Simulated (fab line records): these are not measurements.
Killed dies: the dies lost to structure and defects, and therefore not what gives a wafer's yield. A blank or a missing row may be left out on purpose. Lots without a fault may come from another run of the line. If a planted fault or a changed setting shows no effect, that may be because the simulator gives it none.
Code-filled problem report in 8D (eight disciplines) form :: flow n5-finfet :: the parts of the form that need people (team, actions taken, sign-off) are left out

## 1. PROBLEM STATEMENT
Mean M3_ILD_THK at N5_BEOL_M3_THK_MEAS_01: 103.3 nm over 3 wafers in 2 lots; fault-free wafers: 79.0 nm, standard deviation 0.93. Relative to the usual mean, that is a shift of +26 standard deviations.
First seen on wafer L375.1, day 9 13:07, on film-metro-02. The record has a number at this step for 27 wafers belonging to 9 lots. By rule, "out" or "out of limits" means more than 4 standard deviations away from the usual mean. The rest of the wafers with a number are treated as sound.

## 2. WHAT IT IS, WHAT IT ISN'T
question: which readings at this step
is: M3_ILD_THK
is not: -

question: which lots
is: L375, L381
is not: L365, L366, L369, L371, L373, L376, L388

question: which wafers of those lots
is: L375.1, L375.3, L381.1
is not: L375.4, L381.2, L381.4

question: read on which gauges
is: film-metro-02
is not: film-metro-01

question: when
is: from day 9 13:07
is not: up to then (16 sound wafers); but 8 sound wafers of L376, L381, L388 came after

## 3. SUSPECTS, AND WHAT RULES EACH OUT
Counting: any tool at a process step up to the reading remains a suspect provided it ran every lot that is out. Sound lots after the first of them don't rule it out here, since some wafers of a struck lot are sound.
- the gauge at N5_BEOL_M3_THK_MEAS_01 has been ruled out. All the wafers that are out were read on film-metro-02, but those of them that N5_PASSIVATION_PROBE_49 has rows for are out there too, on other tools.
- pvd-sputter-03 at N5_BEOL_M2_ANNEAL_91 (time 240 s): kept. It ran every lot that is out, first L375 (day 9 11:22); its last sound lot up to then is L365 (day 6 20:37).
- pecvd-04 at N5_BEOL_M3_ILD_DEP_00 (deposits SiOC from DEMS/O2, target thk 79 nm, time 15.3 s): kept. It ran every lot that is out, first L375 (day 9 13:03); its last sound lot up to then is L373 (day 8 22:53).
Remaining after the count are pvd-sputter-03 at N5_BEOL_M2_ANNEAL_91 and pecvd-04 at N5_BEOL_M3_ILD_DEP_00.

## 4. THE CAUSE (what the simulator had put in)
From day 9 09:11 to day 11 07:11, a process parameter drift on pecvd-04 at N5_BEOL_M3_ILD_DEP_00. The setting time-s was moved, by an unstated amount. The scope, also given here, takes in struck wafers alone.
2 suspects survive the count, and this tool is in that group.

## 5. THE CHAIN OF EFFECTS, in route order
Rows list readings where the struck wafers' mean (over those with a number) sits beyond 3 standard deviations from the usual. Readings are gone through only where the record gives a usual standard deviation; hours: the median, over the lots, of the time from a lot's start at the first step in this table giving one to that lot's start at this step; sigmas: the change measured in usual standard deviations.
hours: 0
step: N5_BEOL_M3_THK_MEAS_01
reading: M3_ILD_THK
usual: 79.0 nm
on struck wafers: 103.3
change: +24.3
sigmas: +26

hours: 137
step: N5_PASSIVATION_PROBE_49
reading: defect-limited-yield
usual: 90.9 %
on struck wafers: 53.1
change: -37.8
sigmas: -29

hours: 137
step: N5_PASSIVATION_PROBE_49
reading: killed_at_M0_to_M3
usual: 35
on struck wafers: 480
change: +445
sigmas: +44

hours: 137
step: N5_PASSIVATION_PROBE_49
reading: killed-dies
usual: 108
on struck wafers: 554
change: +446
sigmas: +28

hours: 137
step: N5_PASSIVATION_PROBE_49
reading: sort_bin_5_function
usual: 5.4 %
on struck wafers: 43.1
change: +37.7
sigmas: +42

hours: 137
step: N5_PASSIVATION_PROBE_49
reading: sort-n-pass
usual: 1072
on struck wafers: 626
change: -446
sigmas: -28

hours: 137
step: N5_PASSIVATION_PROBE_49
reading: sort-yield-pct
usual: 90.9 %
on struck wafers: 53.1
change: -37.8
sigmas: -29
Its process steps:
- N5_PASSIVATION_PROBE_49
Readings that are blank on the struck wafers while sound wafers have them: CHAIN_V2 at N5_BEOL_M4_RC_MEAS_101; CHAIN_V2_max_site at N5_BEOL_M4_RC_MEAS_101.

## 6. WHAT WOULD HAVE CAUGHT IT SOONER
In this record the first reading out of limits at a measuring or inspecting step was taken at day 9 13:07, 4 hours after the fault began at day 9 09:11.
Of the tool readings at N5_BEOL_M3_ILD_DEP_00 for which the record gives a usual standard deviation, none was out on any struck wafer, so an alarm limit of 4 standard deviations on them would not have fired.
L381, from the lots that are out (2), started N5_BEOL_M3_ILD_DEP_00 on pecvd-04 later than day 9 13:07. A tool hold placed at that time would have kept it from harm.
